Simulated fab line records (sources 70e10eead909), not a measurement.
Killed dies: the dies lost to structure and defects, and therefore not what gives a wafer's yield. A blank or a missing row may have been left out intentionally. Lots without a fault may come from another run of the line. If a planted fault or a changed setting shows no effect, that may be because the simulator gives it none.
fab line records / flow nand_harc / part 2 of 2: steps 22 to 37 of 37
[record] lots = 5 wafers = 15 last_day = 23
route steps=1159 shown P_GATE@141
lots with no fault: from the same line, run without faults
start_h: the number of hours between the record's first day and the start of the first shown wafer of the lot / wait_h: hours elapsed since this lot's preceding step / " identical to the entry in the row above / L1.1+2: one row covering several wafers at once / - no value, or no start was given / * or withheld: withheld / < > ~ a bound
route shown NAME@n: NAME is a module with steps in the file, n the number in the route of the first one / usual: mean and standard deviation over wafers with no fault / same: alike in all rows / chamber/n: place in a boat / sites: readings site by site / _std_site: how widely they spread, as a standard deviation / _edge_site: outer sites' mean less inner sites' / radius_mm: how far each site lies from the wafer's centre / mask NAME#n: copy n / behind: the most recent tool/chamber to have shaped the wafer / hold: the reason the lot was held/the length of the hold in hours/how it ended / device: whichever transistor did not switch (one of n, p or np) / end of line: tests of these same wafers at the route's end / a step with no rows: only its recipe / killed: not the wafer's yield, but the dies lost to structure and defects at the first sort / map: per-die view of a wafer (x killed, . not killed, _ where there is no die)
set.NAME: the setting the step ran with; set.NAME@STEP: the setting that earlier step ran with / model.NAME: the simulator's own value behind a step, which no gauge read
certain route steps with their lots: each step a table, each wafer a row
services: the hour from which a tool's chamber was out of use, counted from the record's first day as start_h (under 0 if before that day), plus the number of hours and why
[[steps]]
[step NHARC_P_GATE_DEHYDRATE_38]
[recipe] temp_c = 150 time_s = 120
lot.wafer=L075.1+4+6 tool=litho_track-05 chamber=0 start_h=107.40 wait_h=-
lot.wafer=L084.3+5+6 tool=litho_track-03 chamber=0 start_h=163.33 wait_h=-
lot.wafer=L085.2+4+5 tool=litho_track-02 chamber=0 start_h=178.48 wait_h=-
lot.wafer=L086.1+2+4 tool=litho_track-05 chamber=0 start_h=184.74 wait_h=-
lot.wafer=L091.4+5+6 tool=litho_track-03 chamber=0 start_h=204.74 wait_h=-
[step NHARC_P_GATE_HMDS_39]
[recipe] time_s = 30
lot.wafer=L075.1+4+6 tool=litho_track-05 chamber=0 start_h=- wait_h=-
lot.wafer=L084.3+5+6 tool=litho_track-03 chamber=0 start_h=- wait_h=-
lot.wafer=L085.2+4+5 tool=litho_track-02 chamber=0 start_h=- wait_h=-
lot.wafer=L086.1+2+4 tool=litho_track-05 chamber=0 start_h=- wait_h=-
lot.wafer=L091.4+5+6 tool=litho_track-03 chamber=0 start_h=- wait_h=-
[step NHARC_P_GATE_COAT_40]
[recipe] spin_rpm = 3000
lot.wafer=L075.1+4+6 tool=litho_track-05 chamber=0 start_h=- wait_h=-
lot.wafer=L084.3+5+6 tool=litho_track-03 chamber=0 start_h=- wait_h=-
lot.wafer=L085.2+4+5 tool=litho_track-02 chamber=0 start_h=- wait_h=-
lot.wafer=L086.1+2+4 tool=litho_track-05 chamber=0 start_h=- wait_h=-
lot.wafer=L091.4+5+6 tool=litho_track-03 chamber=0 start_h=- wait_h=-
[step NHARC_P_GATE_SOFTBAKE_41]
[recipe] temp_c = 122 time_s = 95
lot.wafer=L075.1+4+6 tool=litho_track-05 chamber=0 start_h=- wait_h=-
lot.wafer=L084.3+5+6 tool=litho_track-03 chamber=0 start_h=- wait_h=-
lot.wafer=L085.2+4+5 tool=litho_track-02 chamber=0 start_h=- wait_h=-
lot.wafer=L086.1+2+4 tool=litho_track-05 chamber=0 start_h=- wait_h=-
lot.wafer=L091.4+5+6 tool=litho_track-03 chamber=0 start_h=- wait_h=-
[step NHARC_P_GATE_EBR_42]
lot.wafer=L075.1+4+6 tool=litho_track-05 chamber=0 start_h=- wait_h=-
lot.wafer=L084.3+5+6 tool=litho_track-03 chamber=0 start_h=- wait_h=-
lot.wafer=L085.2+4+5 tool=litho_track-02 chamber=0 start_h=- wait_h=-
lot.wafer=L086.1+2+4 tool=litho_track-05 chamber=0 start_h=- wait_h=-
lot.wafer=L091.4+5+6 tool=litho_track-03 chamber=0 start_h=- wait_h=-
[step NHARC_P_GATE_EXPOSE_43]
[recipe] na = 0.6 target_cd_nm = 720 dose_mj = 14.81 mask_id = P_NSD
lot.wafer=L075.1+4+6 tool=krf_scanner-01 chamber=0 start_h=107.67 wait_h=- mask=P_NSD#0
lot.wafer=L084.3+5+6 tool=krf_scanner-04 chamber=0 start_h=163.48 wait_h=- mask=P_NSD#0
lot.wafer=L085.2+4+5 tool=krf_scanner-02 chamber=0 start_h=178.87 wait_h=- mask=P_NSD#0
lot.wafer=L086.1+2+4 tool=krf_scanner-02 chamber=0 start_h=185.01 wait_h=- mask=P_NSD#0
lot.wafer=L091.4+5+6 tool=krf_scanner-04 chamber=0 start_h=205.03 wait_h=- mask=P_NSD#0
[step NHARC_P_GATE_PEB_44]
[recipe] peb_temp_c = 118 peb_time_s = 85
lot.wafer=L075.1+4+6 tool=litho_track-02 chamber=0 start_h=107.74 wait_h=0.1
lot.wafer=L084.3+5+6 tool=litho_track-05 chamber=0 start_h=163.54 wait_h=0.1
lot.wafer=L085.2+4+5 tool=litho_track-02 chamber=0 start_h=178.94 wait_h=0.1
lot.wafer=L086.1+2+4 tool=litho_track-05 chamber=0 start_h=185.07 wait_h=0.1
lot.wafer=L091.4+5+6 tool=litho_track-05 chamber=0 start_h=205.08 wait_h=0.0
[step NHARC_P_GATE_DEVELOP_45]
[recipe] time_s = 70
lot.wafer=L075.1+4+6 tool=litho_track-02 chamber=0 start_h=- wait_h=-
lot.wafer=L084.3+5+6 tool=litho_track-05 chamber=0 start_h=- wait_h=-
lot.wafer=L085.2+4+5 tool=litho_track-02 chamber=0 start_h=- wait_h=-
lot.wafer=L086.1+2+4 tool=litho_track-05 chamber=0 start_h=- wait_h=-
lot.wafer=L091.4+5+6 tool=litho_track-05 chamber=0 start_h=- wait_h=-
[step NHARC_P_GATE_CD_MEAS_46]
[recipe] target_cd_nm = 720 landing_energy_ev = 500
[usual] cd_nm = 719.3/1.4
lot.wafer=L075.1 tool=cd_sem-02 chamber=0 start_h=107.83 wait_h=- cd_nm=721.4
lot.wafer=L075.4 tool=cd_sem-02 chamber=0 start_h=107.83 wait_h=- cd_nm=719.7
lot.wafer=L075.6 tool=cd_sem-02 chamber=0 start_h=107.83 wait_h=- cd_nm=721.1
lot.wafer=L084.3 tool=cd_sem-02 chamber=0 start_h=163.63 wait_h=- cd_nm=721.1
lot.wafer=L084.5 tool=cd_sem-02 chamber=0 start_h=163.63 wait_h=- cd_nm=721.3
lot.wafer=L084.6 tool=cd_sem-02 chamber=0 start_h=163.63 wait_h=- cd_nm=719.1
lot.wafer=L085.2 tool=cd_sem-02 chamber=0 start_h=179.03 wait_h=- cd_nm=718.6
lot.wafer=L085.4 tool=cd_sem-02 chamber=0 start_h=179.03 wait_h=- cd_nm=717.9
lot.wafer=L085.5 tool=cd_sem-02 chamber=0 start_h=179.03 wait_h=- cd_nm=719.6
lot.wafer=L086.1 tool=cd_sem-02 chamber=0 start_h=185.16 wait_h=- cd_nm=719.8
lot.wafer=L086.2 tool=cd_sem-02 chamber=0 start_h=185.16 wait_h=- cd_nm=720.6
lot.wafer=L086.4 tool=cd_sem-02 chamber=0 start_h=185.16 wait_h=- cd_nm=719.0
lot.wafer=L091.4 tool=cd_sem-02 chamber=0 start_h=205.18 wait_h=- cd_nm=718.8
lot.wafer=L091.5 tool=cd_sem-02 chamber=0 start_h=205.18 wait_h=- cd_nm=718.8
lot.wafer=L091.6 tool=cd_sem-02 chamber=0 start_h=205.18 wait_h=- cd_nm=717.0
[step NHARC_P_GATE_HARDBAKE_47]
[recipe] temp_c = 125 time_s = 80
lot.wafer=L075.1+4+6 tool=litho_track-05 chamber=0 start_h=107.91 wait_h=-
lot.wafer=L084.3+5+6 tool=litho_track-03 chamber=0 start_h=163.71 wait_h=-
lot.wafer=L085.2+4+5 tool=litho_track-05 chamber=0 start_h=179.11 wait_h=-
lot.wafer=L086.1+2+4 tool=litho_track-05 chamber=0 start_h=185.24 wait_h=-
lot.wafer=L091.4+5+6 tool=litho_track-02 chamber=0 start_h=205.26 wait_h=-
[step NHARC_P_GATE_DESCUM_48]
[recipe] time_s = 3 o2_flow_sccm = 200 ar_flow_sccm = 0 bias_power_w = 0 chemistry = O2
[usual] drypump_motor_current_A = 5.6/0.44 oes_product_au = 0.999/0.0065 rf_vpp_V = 57.8/0.94 showerhead_plenum_p_Torr = 1.92/0.099 throttle_valve_pct = 11.311/0.0091
lot.wafer=L075.1 tool=rie_diel-10 chamber=2 start_h=107.99 wait_h=- drypump_motor_current_A=6.1 oes_product_au=0.995 rf_hours_counter_h=37 rf_vpp_V=58.5 showerhead_plenum_p_Torr=2.04 throttle_valve_pct=11.312
lot.wafer=L075.4 tool=rie_diel-10 chamber=3 start_h=107.99 wait_h=- drypump_motor_current_A=5.3 oes_product_au=0.993 rf_hours_counter_h=36 rf_vpp_V=58.3 showerhead_plenum_p_Torr=2.01 throttle_valve_pct=11.315
lot.wafer=L075.6 tool=rie_diel-10 chamber=3 start_h=107.99 wait_h=- drypump_motor_current_A=5.3 oes_product_au=1.001 rf_hours_counter_h=- rf_vpp_V=60.1 showerhead_plenum_p_Torr=2.01 throttle_valve_pct=11.304
lot.wafer=L084.3 tool=rie_diel-04 chamber=2 start_h=163.83 wait_h=- drypump_motor_current_A=6.6 oes_product_au=0.996 rf_hours_counter_h=7 rf_vpp_V=58.9 showerhead_plenum_p_Torr=1.83 throttle_valve_pct=11.313
lot.wafer=L084.6 tool=rie_diel-04 chamber=3 start_h=163.83 wait_h=- drypump_motor_current_A=5.3 oes_product_au=0.999 rf_hours_counter_h=- rf_vpp_V=57.9 showerhead_plenum_p_Torr=2.02 throttle_valve_pct=11.314
lot.wafer=L084.5 tool=rie_diel-04 chamber=0 start_h=163.83 wait_h=- drypump_motor_current_A=5.7 oes_product_au=1.004 rf_hours_counter_h=- rf_vpp_V=58.6 showerhead_plenum_p_Torr=2.00 throttle_valve_pct=11.314
lot.wafer=L085.2 tool=rie_diel-04 chamber=3 start_h=179.23 wait_h=- drypump_motor_current_A=5.3 oes_product_au=1.003 rf_hours_counter_h=9 rf_vpp_V=59.2 showerhead_plenum_p_Torr=2.02 throttle_valve_pct=11.321
lot.wafer=L085.4 tool=rie_diel-04 chamber=0 start_h=179.23 wait_h=- drypump_motor_current_A=5.7 oes_product_au=1.015 rf_hours_counter_h=9 rf_vpp_V=57.5 showerhead_plenum_p_Torr=2.00 throttle_valve_pct=11.317
lot.wafer=L085.5 tool=rie_diel-04 chamber=3 start_h=179.23 wait_h=- drypump_motor_current_A=5.3 oes_product_au=1.016 rf_hours_counter_h=- rf_vpp_V=58.8 showerhead_plenum_p_Torr=2.02 throttle_valve_pct=11.310
lot.wafer=L086.2 tool=rie_diel-01 chamber=3 start_h=185.32 wait_h=- drypump_motor_current_A=5.0 oes_product_au=0.998 rf_hours_counter_h=20 rf_vpp_V=59.0 showerhead_plenum_p_Torr=1.79 throttle_valve_pct=11.294
lot.wafer=L086.1 tool=rie_diel-01 chamber=0 start_h=185.32 wait_h=- drypump_motor_current_A=5.5 oes_product_au=0.996 rf_hours_counter_h=14 rf_vpp_V=58.2 showerhead_plenum_p_Torr=1.85 throttle_valve_pct=11.304
lot.wafer=L086.4 tool=rie_diel-01 chamber=2 start_h=185.32 wait_h=- drypump_motor_current_A=5.4 oes_product_au=0.993 rf_hours_counter_h=22 rf_vpp_V=59.3 showerhead_plenum_p_Torr=1.82 throttle_valve_pct=11.322
lot.wafer=L091.4 tool=rie_diel-01 chamber=3 start_h=205.35 wait_h=- drypump_motor_current_A=5.1 oes_product_au=0.994 rf_hours_counter_h=25 rf_vpp_V=58.6 showerhead_plenum_p_Torr=1.79 throttle_valve_pct=11.317
lot.wafer=L091.5 tool=rie_diel-01 chamber=1 start_h=205.35 wait_h=- drypump_motor_current_A=6.0 oes_product_au=0.993 rf_hours_counter_h=- rf_vpp_V=57.5 showerhead_plenum_p_Torr=2.00 throttle_valve_pct=11.323
lot.wafer=L091.6 tool=rie_diel-01 chamber=2 start_h=205.35 wait_h=- drypump_motor_current_A=5.4 oes_product_au=0.992 rf_hours_counter_h=- rf_vpp_V=57.2 showerhead_plenum_p_Torr=1.82 throttle_valve_pct=11.312
[step NHARC_P_GATE_IMPLANT_49]
[recipe] energy_kev = 30 dose_cm2 = 3e+15 tilt_deg = 7
lot.wafer=L075.1+4+6 tool=implanter-02 chamber=0 start_h=108.14 wait_h=0.1
lot.wafer=L084.3+5+6 tool=implanter-02 chamber=0 start_h=164.00 wait_h=0.2
lot.wafer=L085.2+4+5 tool=implanter-02 chamber=0 start_h=179.41 wait_h=0.2
lot.wafer=L086.1+2+4 tool=implanter-01 chamber=0 start_h=185.47 wait_h=0.1
lot.wafer=L091.4+5+6 tool=implanter-02 chamber=0 start_h=205.57 wait_h=0.2
[step NHARC_P_GATE_STRIP_111]
[recipe] power_w = 1500 temp_c = 110 time_s = 250 chemistry = N2/H2
[usual] drypump_motor_current_A = 6.1/0.43 heater_power_w = 88/6
lot.wafer=L075.1 tool=plasma_asher-02 chamber=1 start_h=108.58 wait_h=0.4 drypump_motor_current_A=5.5 heater_power_w=81 rf_hours_counter_h=33
lot.wafer=L075.4 tool=plasma_asher-02 chamber=0 start_h=108.58 wait_h=0.4 drypump_motor_current_A=5.9 heater_power_w=98 rf_hours_counter_h=-
lot.wafer=L075.6 tool=plasma_asher-02 chamber=0 start_h=108.58 wait_h=0.4 drypump_motor_current_A=5.9 heater_power_w=98 rf_hours_counter_h=-
lot.wafer=L084.3 tool=plasma_asher-02 chamber=0 start_h=164.30 wait_h=0.3 drypump_motor_current_A=5.8 heater_power_w=102 rf_hours_counter_h=-
lot.wafer=L084.5 tool=plasma_asher-02 chamber=1 start_h=164.30 wait_h=0.3 drypump_motor_current_A=5.6 heater_power_w=82 rf_hours_counter_h=-
lot.wafer=L084.6 tool=plasma_asher-02 chamber=0 start_h=164.30 wait_h=0.3 drypump_motor_current_A=5.9 heater_power_w=101 rf_hours_counter_h=-
lot.wafer=L085.2 tool=plasma_asher-01 chamber=1 start_h=179.60 wait_h=0.2 drypump_motor_current_A=6.6 heater_power_w=86 rf_hours_counter_h=22
lot.wafer=L085.4 tool=plasma_asher-01 chamber=0 start_h=179.60 wait_h=0.2 drypump_motor_current_A=6.5 heater_power_w=91 rf_hours_counter_h=-
lot.wafer=L085.5 tool=plasma_asher-01 chamber=1 start_h=179.60 wait_h=0.2 drypump_motor_current_A=6.6 heater_power_w=88 rf_hours_counter_h=-
lot.wafer=L086.1 tool=plasma_asher-01 chamber=0 start_h=185.69 wait_h=0.2 drypump_motor_current_A=6.5 heater_power_w=90 rf_hours_counter_h=25
lot.wafer=L086.2 tool=plasma_asher-01 chamber=1 start_h=185.69 wait_h=0.2 drypump_motor_current_A=6.6 heater_power_w=87 rf_hours_counter_h=25
lot.wafer=L086.4 tool=plasma_asher-01 chamber=1 start_h=185.69 wait_h=0.2 drypump_motor_current_A=6.6 heater_power_w=89 rf_hours_counter_h=-
lot.wafer=L091.4 tool=plasma_asher-01 chamber=1 start_h=205.85 wait_h=0.3 drypump_motor_current_A=6.6 heater_power_w=85 rf_hours_counter_h=-
lot.wafer=L091.6 tool=plasma_asher-01 chamber=0 start_h=205.85 wait_h=0.3 drypump_motor_current_A=6.5 heater_power_w=90 rf_hours_counter_h=-
lot.wafer=L091.5 tool=plasma_asher-01 chamber=1 start_h=205.85 wait_h=0.3 drypump_motor_current_A=6.6 heater_power_w=84 rf_hours_counter_h=-
[step NHARC_P_GATE_STRIP_75]
[recipe] power_w = 1500 temp_c = 250 chemistry = O2
[usual] drypump_motor_current_A = 6.2/0.43 heater_power_w = 330/22
lot.wafer=L075.1 tool=plasma_asher-02 chamber=1 start_h=108.85 wait_h=0.2 drypump_motor_current_A=5.6 heater_power_w=307 rf_hours_counter_h=33
lot.wafer=L075.4 tool=plasma_asher-02 chamber=0 start_h=108.85 wait_h=0.2 drypump_motor_current_A=5.9 heater_power_w=361 rf_hours_counter_h=-
lot.wafer=L075.6 tool=plasma_asher-02 chamber=0 start_h=108.85 wait_h=0.2 drypump_motor_current_A=5.9 heater_power_w=373 rf_hours_counter_h=-
lot.wafer=L084.3 tool=plasma_asher-02 chamber=0 start_h=164.49 wait_h=0.1 drypump_motor_current_A=5.9 heater_power_w=372 rf_hours_counter_h=-
lot.wafer=L084.5 tool=plasma_asher-02 chamber=1 start_h=164.49 wait_h=0.1 drypump_motor_current_A=5.6 heater_power_w=305 rf_hours_counter_h=-
lot.wafer=L084.6 tool=plasma_asher-02 chamber=0 start_h=164.49 wait_h=0.1 drypump_motor_current_A=5.9 heater_power_w=373 rf_hours_counter_h=-
lot.wafer=L085.2 tool=plasma_asher-01 chamber=1 start_h=179.90 wait_h=0.2 drypump_motor_current_A=6.6 heater_power_w=321 rf_hours_counter_h=22
lot.wafer=L085.4 tool=plasma_asher-01 chamber=0 start_h=179.90 wait_h=0.2 drypump_motor_current_A=6.5 heater_power_w=329 rf_hours_counter_h=-
lot.wafer=L085.5 tool=plasma_asher-01 chamber=1 start_h=179.90 wait_h=0.2 drypump_motor_current_A=6.6 heater_power_w=323 rf_hours_counter_h=-
lot.wafer=L086.1 tool=plasma_asher-01 chamber=0 start_h=185.99 wait_h=0.2 drypump_motor_current_A=6.5 heater_power_w=335 rf_hours_counter_h=26
lot.wafer=L086.2 tool=plasma_asher-01 chamber=1 start_h=185.99 wait_h=0.2 drypump_motor_current_A=6.6 heater_power_w=319 rf_hours_counter_h=26
lot.wafer=L086.4 tool=plasma_asher-01 chamber=1 start_h=185.99 wait_h=0.2 drypump_motor_current_A=6.6 heater_power_w=323 rf_hours_counter_h=-
lot.wafer=L091.4 tool=plasma_asher-01 chamber=1 start_h=206.03 wait_h=0.1 drypump_motor_current_A=6.6 heater_power_w=323 rf_hours_counter_h=-
lot.wafer=L091.6 tool=plasma_asher-01 chamber=0 start_h=206.03 wait_h=0.1 drypump_motor_current_A=6.5 heater_power_w=343 rf_hours_counter_h=-
lot.wafer=L091.5 tool=plasma_asher-01 chamber=1 start_h=206.03 wait_h=0.1 drypump_motor_current_A=6.6 heater_power_w=325 rf_hours_counter_h=-
[step NHARC_P_GATE_STRIP_50]
[recipe] time_s = 900 temp_c = 130 chemistry = SPM
lot.wafer=L075.1+4+6 tool=wet_bench-03 chamber=2,5,7 start_h=108.98 wait_h=0.1
lot.wafer=L084.5+3+6 tool=wet_bench-03 chamber=5,6,1 start_h=164.60 wait_h=0.1
lot.wafer=L085.5+4+2 tool=wet_bench-04 chamber=2,4,6 start_h=180.06 wait_h=0.1
lot.wafer=L086.1+4+2 tool=wet_bench-03 chamber=1,2,4 start_h=186.15 wait_h=0.2
lot.wafer=L091.5+6+4 tool=wet_bench-06 chamber=6,0,1 start_h=206.15 wait_h=0.1
[step NHARC_P_GATE_DEHYDRATE_51]
[recipe] temp_c = 150 time_s = 120
lot.wafer=L075.1+4+6 tool=litho_track-03 chamber=0 start_h=109.33 wait_h=-
lot.wafer=L084.3+5+6 tool=litho_track-03 chamber=0 start_h=164.96 wait_h=-
lot.wafer=L085.2+4+5 tool=litho_track-05 chamber=0 start_h=180.40 wait_h=-
lot.wafer=L086.1+2+4 tool=litho_track-03 chamber=0 start_h=186.48 wait_h=-
lot.wafer=L091.4+5+6 tool=litho_track-05 chamber=0 start_h=206.50 wait_h=-
[[services]]
tool=ald_sin-02 chamber=- start_h=82.11 hours=10.0 kind=pm
tool=rie_diel-04 chamber=2 start_h=83.07 hours=9.1 kind=repair
tool=krf_scanner-01 chamber=- start_h=84.00 hours=4.0 kind=pm
tool=implanter-02 chamber=- start_h=85.00 hours=13.0 kind=pm
tool=ald_sin-02 chamber=- start_h=93.41 hours=8.0 kind=repair
tool=rie_si-06 chamber=- start_h=94.43 hours=0.2 kind=repair
tool=plasma_asher-01 chamber=- start_h=99.77 hours=9.0 kind=pm
tool=rie_diel-04 chamber=- start_h=111.90 hours=9.0 kind=pm
tool=rie_diel-01 chamber=2 start_h=112.65 hours=15.5 kind=repair
tool=rie_si-01 chamber=- start_h=114.12 hours=0.3 kind=repair
tool=krf_scanner-04 chamber=- start_h=126.00 hours=4.0 kind=pm
tool=rie_si-01 chamber=- start_h=127.00 hours=9.0 kind=pm
tool=wet_bench-06 chamber=- start_h=129.60 hours=8.0 kind=pm
tool=ald_sin-02 chamber=0 start_h=135.25 hours=1.9 kind=repair
tool=rie_diel-01 chamber=- start_h=138.09 hours=9.0 kind=pm
tool=wet_bench-03 chamber=- start_h=146.40 hours=8.0 kind=pm
tool=rie_si-01 chamber=- start_h=163.01 hours=10.0 kind=repair
tool=wet_bench-04 chamber=- start_h=163.20 hours=8.0 kind=pm
tool=litho_track-02 chamber=- start_h=165.00 hours=7.0 kind=pm
tool=rie_diel-01 chamber=0 start_h=172.11 hours=9.6 kind=repair
tool=rie_diel-10 chamber=- start_h=176.50 hours=9.0 kind=pm
tool=rie_si-06 chamber=- start_h=183.00 hours=9.0 kind=pm
tool=ald_sin-04 chamber=3 start_h=183.61 hours=4.0 kind=repair
tool=ald_sin-04 chamber=- start_h=186.00 hours=10.0 kind=pm
